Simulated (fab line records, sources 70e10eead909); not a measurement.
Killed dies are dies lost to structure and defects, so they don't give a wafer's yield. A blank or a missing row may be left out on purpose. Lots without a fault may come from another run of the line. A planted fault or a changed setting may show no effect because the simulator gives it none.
A struck lot beside a sound one | flow nand_harc | 21 steps out of a route of 1302
Sound: wafers L128.1, L128.3, L128.6. Struck: wafer L146.3. (L146.1, L146.6 of the same lot were not struck and are left out.) The cause comes at the end.
At each step with rows: each side's tool, then ch and its chambers, then its first start. Under that, the readings that differ: sound wafers | struck wafers | difference of the means | sigmas: that difference in standard deviations of wafers without a fault.
alike: readings whose means differ by less than 2 such deviations, and words and numbers that are the same on both sides. not compared: withheld readings, readings that some wafer has no value for, bounds like >300 that may hide the same value, and numbers for which the record gives no deviation and whose values overlap.
The two part at a step that has a row with sigmas, a row that says differs or no value, or rows on one side only. Numbers that don't overlap but have no deviation are shown without sigmas and don't part them. A reading that every wafer of one side lacks parts them only if that side has two wafers or more.

first, 1 step without rows for these wafers: NHARC_P_CONTACT_SRD_26.
NHARC_P_CONTACT_INSPECT_27:
  sound on defect_inspect-01, day 6 20:01; struck on defect_inspect-02, day 14 05:11
  alike: raw_defect_count
then, 9 steps without rows for these wafers: NHARC_P_M0_DEP_00 (deposits SiOC, target thk 150 nm); NHARC_P_M0_DEHYDRATE_01 (time 120 s); NHARC_P_M0_HMDS_02 (time 30 s); NHARC_P_M0_COAT_33 (time 65 s); NHARC_P_M0_COAT_03 (resist thk 90 nm); NHARC_P_M0_SOFTBAKE_04 (time 55 s); NHARC_P_M0_EBR_05; NHARC_P_M0_EXPOSE_06 (exposes mask P M0, target cd 90 nm); NHARC_P_M0_PEB_07 (peb time 65 s).
NHARC_P_M0_DEVELOP_08: develop time 35 s.
  sound on litho_track-04 ch 0, day 6 20:00; struck on litho_track-04 ch 0, day 14 06:00
NHARC_P_M0_CD_MEAS_09: target cd 90 nm.
  sound on cd_sem-01 ch 0, day 6 20:55; struck on cd_sem-03 ch 0, day 14 06:05
  reading    | sound          | struck | difference | sigmas
  cd_nm (nm) | 89.1 89.8 90.6 | 92.4   | +2.6       | +4
NHARC_P_M0_OVL_MEAS_10: pitch 180 nm.
  sound on overlay-01, day 6 21:00; struck on overlay-01, day 14 06:11
  alike: overlay_x_nm, overlay_y_nm
NHARC_P_M0_INSPECT_11:
  sound on defect_inspect-01, day 6 21:02; struck on defect_inspect-02, day 14 06:13
  alike: raw_defect_count
NHARC_P_M0_DESCUM_14: chemistry O2, time 3 s.
  sound on rie_diel-03 ch 0,2,3, day 6 21:07; struck on rie_diel-02 ch 1, day 14 06:18
  reading               | sound             | struck | difference | sigmas
  oes_product_au (a.u.) | 1.003 1.024 0.993 | 0.982  | -0.025     | -3
  model.P_M0.cd_nm (nm) | 90.18 89.51 90.76 | 92.8   | +2.6       |
  alike: drypump_motor_current_A, rf_vpp_V, showerhead_plenum_p_Torr, throttle_valve_pct
  not compared: rf_hours_counter_h
NHARC_P_M0_ETCH_34: etches the open film in N2/H2, target depth 40 nm, overetch 12 nm, time 43.94 s.
  sound on rie_diel-03 ch 0,1, day 6 21:11; struck on rie_diel-02 ch 0, day 14 06:22
  reading               | sound             | struck | difference | sigmas
  oes_product_au (a.u.) | 1.012 0.988 0.994 | 1.019  | +0.021     | +3
  alike: drypump_motor_current_A, rf_vpp_V, showerhead_plenum_p_Torr, throttle_valve_pct
  not compared: rf_hours_counter_h
NHARC_P_M0_ETCH_15: etches the open film in C4F8/Ar, target depth 150 nm, overetch 15 nm, time 82.5 s.
  sound on rie_diel-03 ch 1,2,3; struck on rie_diel-02 ch 2
  reading               | sound             | struck | difference | sigmas
  model.P_M0.cd_nm (nm) | 90.68 89.12 90.41 | 92.77  | +2.70      |
  alike: oes_product_au, rf_vpp_V
  not compared: rf_hours_counter_h
NHARC_P_M0_CD_MEAS_16:
  sound on cd_sem-02, day 6 21:26; struck on cd_sem-03, day 14 06:35
  reading    | sound          | struck | difference | sigmas
  cd_nm (nm) | 90.7 89.2 90.7 | 92.8   | +2.6       | +3
NHARC_P_M0_STRIP_18: strips in N2/H2.
  sound on rie_diel-10 ch 1,2,3, day 6 21:35; struck on rie_diel-10 ch 1, day 14 06:42
  alike: drypump_motor_current_A, oes_product_au, rf_vpp_V, showerhead_plenum_p_Torr, throttle_valve_pct
  not compared: rf_hours_counter_h
-- the record jumps here: 19 days lie between the struck wafers' starts before and after (it left off in module P_M0 and takes up again in module END, whose first step shown is number 1302 of the route) --
NHARC_END_SORT_01:
  sound on prober-02 ch 0, day 25 04:43; struck on prober-01 ch 0, day 32 21:04
  alike: defect_limited_yield, killed_at_array, killed_at_other, killed_at_periphery, killed_dies, killed_open, killed_short

WHERE THEY PART
First at NHARC_P_M0_CD_MEAS_09; last, within this record, at NHARC_P_M0_CD_MEAS_16. Later steps at which nothing parts them and some readings are alike: NHARC_P_M0_STRIP_18, NHARC_END_SORT_01.

WHY: what the simulator had put in
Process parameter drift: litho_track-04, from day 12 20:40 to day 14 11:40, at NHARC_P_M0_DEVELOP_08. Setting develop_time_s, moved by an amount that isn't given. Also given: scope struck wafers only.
